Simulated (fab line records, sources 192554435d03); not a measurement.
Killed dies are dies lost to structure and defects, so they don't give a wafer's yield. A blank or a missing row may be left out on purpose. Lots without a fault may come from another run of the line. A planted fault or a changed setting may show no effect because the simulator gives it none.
Chamber matching | flow n5_finfet | N5_BEOL_M13_CMP_49 on cmp-04: 4 sister chambers
The step polishes, stops on SiOC, t overpolish 17.1 s, target thk 420 nm. 20 wafers are shown with their chamber, then 10 later ones without.

WAFERS WITH THEIR CHAMBER
wafer  | chamber | motor_current_A (A) | barrier_field_endpoint_s (s) | overpolish_run_s (s)
L076.3 | 0       | 6.0                 | 31.6                         | 17.101
L076.4 | 3       | 7.1                 | 31.8                         | 17.085
L076.5 | 0       | 5.8                 | 30.8                         | 17.081
L074.2 | 0       | 6.1                 | 30.7                         | 17.093
L074.3 | 2       | 6.5                 | 30.9                         | 17.091
L074.4 | 3       | 7.1                 | 30.4                         | 17.105
L080.2 | 2       | 6.3                 | 31.8                         | 17.101
L080.4 | 0       | 5.9                 | 31.9                         | 17.092
L080.6 | 1       | 5.1                 | 30.6                         | 17.107
L075.1 | 0       | 5.5                 | 30.3                         | 17.079
L075.4 | 2       | 5.7                 | 30.6                         | 17.107
L075.5 | 2       | 5.8                 | 30.5                         | 17.105
L086.2 | 2       | 6.1                 | 30.9                         | 17.097
L086.3 | 0       | 5.9                 | 30.4                         | 17.106
L086.4 | 3       | 7.3                 | 30.2                         | 17.089
L087.3 | 2       | 6.2                 | 30.9                         | 17.107
L087.4 | 1       | 5.1                 | 30.7                         | 17.091
L087.5 | 3       | 6.8                 | 30.6                         | 17.105
L088.3 | 3       | 6.7                 | 29.8                         | 17.097
L088.5 | 0       | 5.6                 | 31.0                         | 17.099

SIGNATURES (means of the wafers above)
reading                  | chamber 0 | chamber 1 | chamber 2 | chamber 3 | scatter within a chamber
motor_current_A          | 5.829     | 5.100     | 6.100     | 7.000     | 0.247
barrier_field_endpoint_s | 30.957    | 30.650    | 30.933    | 30.560    | 0.585
overpolish_run_s         | 17.09300  | 17.09900  | 17.10133  | 17.09620  | 0.00892
Rule: a wafer's distance from a chamber is the root of the sum, over the readings, of the square of ((its reading less the chamber's mean) divided by the reading's scatter). The wafer belongs to the nearest chamber; if the next one is less than 2 further off, it can't be placed. The scatter: the root of (the sum of the squares of (reading less its chamber's mean) over the shown wafers, divided by (wafers less chambers)).

WAFERS WITHOUT THEIR CHAMBER
wafer  | motor_current_A (A) | barrier_field_endpoint_s (s) | overpolish_run_s (s)
L088.6 | 5.2                 | 30.1                         | 17.094
L090.1 | 4.9                 | 31.1                         | 17.100
L090.2 | 7.1                 | 30.5                         | 17.095
L090.6 | 5.0                 | 30.5                         | 17.106
L092.1 | 5.5                 | 30.3                         | 17.097
L092.3 | 5.9                 | 31.3                         | 17.110
L092.6 | 5.7                 | 30.8                         | 17.105
L093.3 | 6.9                 | 30.8                         | 17.096
L093.5 | 5.3                 | 29.9                         | 17.095
L093.6 | 5.7                 | 31.1                         | 17.103

WHICH CHAMBER EACH WENT THROUGH
wafer  | from the rows above          | in truth
L088.6 | can't be placed: 1 or 0      | 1
L090.1 | 1                            | 1
L090.2 | 3                            | 3
L090.6 | 1                            | 1
L092.1 | can't be placed: 1 or 0 or 2 | 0
L092.3 | can't be placed: 2 or 0      | 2
L092.6 | can't be placed: 0 or 2 or 1 | 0
L093.3 | 3                            | 3
L093.5 | can't be placed: 1 or 0      | 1
L093.6 | can't be placed: 0 or 2 or 1 | 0
Placed correctly: 4 of 10. Can't be placed from these rows: 6 (the true chamber is among the candidates in 6). Placed wrongly: 0.
